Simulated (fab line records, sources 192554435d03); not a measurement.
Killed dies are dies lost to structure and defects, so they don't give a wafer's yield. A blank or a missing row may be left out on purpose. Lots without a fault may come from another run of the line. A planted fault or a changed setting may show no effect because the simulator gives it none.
Problem report in the 8D (eight disciplines) form, filled by code | flow n5_finfet | the parts of the form that need people (team, actions taken, sign-off) are left out

1. THE PROBLEM
trench_depth_nm at N5_BEOL_M10_OCD_MEAS_38 reads a mean of 212.8 nm on 3 wafers of 2 lots; wafers without a fault read 147.8 nm with a standard deviation of 2. That is +32 standard deviations from the usual mean.
First seen on wafer L858.1, day 14 15:13, on ocd-02. The record holds 19 wafers of 7 lots with a number at this step. Rule for "out", or "out of limits": more than 4 standard deviations from the usual mean. The other wafers with a number count as sound.

2. WHAT IT IS AND WHAT IT IS NOT
question                    | is                     | is not
which readings at this step | trench_depth_nm        | -
which lots                  | L858, L861             | L845, L849, L850, L865, L868
which wafers of those lots  | L858.1, L858.4, L861.1 | L861.2
read on which gauges        | ocd-01, ocd-02         | -
when                        | from day 14 15:13      | up to then (9 sound wafers); but 7 sound wafers of L861, L865, L868 came after

3. SUSPECTS, AND WHAT RULES EACH OUT
Counting: a tool at a process step up to the reading stays a suspect if it ran every lot that is out. Sound lots after the first of them don't rule it out here, since some wafers of a struck lot are sound.
- the gauge at N5_BEOL_M10_OCD_MEAS_38: ruled out. The wafers that are out were read on 2 gauges (ocd-01, ocd-02).
- rie_diel-05 at N5_BEOL_M10_STRIP_36 (strips in N2/H2): kept. It ran every lot that is out, first L858 (day 14 15:00); its last sound lot up to then is L850 (day 12 05:44).
- rie_diel-05 at N5_BEOL_M10_TRENCH_ETCH_37 (etches SiCOH lowk in C4F6/O2, target depth 148.83 nm, time 48 s): kept. It ran every lot that is out, first L858 (day 14 15:02); its last sound lot up to then is L850 (day 12 05:47).
- Within rie_diel-05 at N5_BEOL_M10_STRIP_36: the wafers that are out ran in chambers 1, 2, 3; their sound lot-mates ran in chamber 0.
- Within rie_diel-05 at N5_BEOL_M10_TRENCH_ETCH_37: the wafers that are out ran in chambers 1, 2, 3; their sound lot-mates ran in chamber 0.
Left after counting: rie_diel-05 at N5_BEOL_M10_STRIP_36, rie_diel-05 at N5_BEOL_M10_TRENCH_ETCH_37.

4. THE CAUSE (what the simulator had put in)
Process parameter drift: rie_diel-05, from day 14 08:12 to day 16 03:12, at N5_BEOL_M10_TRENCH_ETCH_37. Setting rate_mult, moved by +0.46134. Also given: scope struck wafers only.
Counting left 2 suspects, and this tool is among them.

5. THE CHAIN OF EFFECTS, in route order
Each row: a reading whose mean over the struck wafers that have a number lies more than 3 standard deviations from the usual. Only readings for which the record gives a usual standard deviation are gone through. hours: the time from each lot's start at the first step in this table that gives one to its start at this step, as a median over the lots. sigmas: the change in usual standard deviations.
hours | step                    | reading           | usual         | on struck wafers | change  | sigmas
0     | N5_BEOL_M10_OCD_MEAS_38 | trench_depth_nm   | 147.8 nm      | 212.8            | +65.0   | +32
3     | N5_BEOL_M10_THK_MEAS_53 | M10_THK           | 138.7 nm      | 203.0            | +64.3   | +27
3     | N5_BEOL_M10_RS_MEAS_57  | M10_RS            | 0.1521 ohm/sq | 0.1006           | -0.0515 | -19
39    | N5_BEOL_M15_RC_MEAS_101 | SERP_M10          | 3.11 ohm/um   | 2.04             | -1.07   | -17
39    | N5_BEOL_M15_RC_MEAS_101 | SERP_M10_max_site | 3.20 ohm/um   | 2.09             | -1.11   | -15

6. WHAT WOULD HAVE CAUGHT IT SOONER
In this record the first reading out of limits at a measuring or inspecting step was taken at day 14 15:13, 7 hours after the fault began at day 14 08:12.
Of the tool readings at N5_BEOL_M10_TRENCH_ETCH_37 for which the record gives a usual standard deviation, none was out on any struck wafer, so an alarm limit of 4 standard deviations on them would not have fired.
Of the lots that are out (2), L861 began N5_BEOL_M10_TRENCH_ETCH_37 on rie_diel-05 after day 14 15:13. A hold on the tool at that time would have spared it.
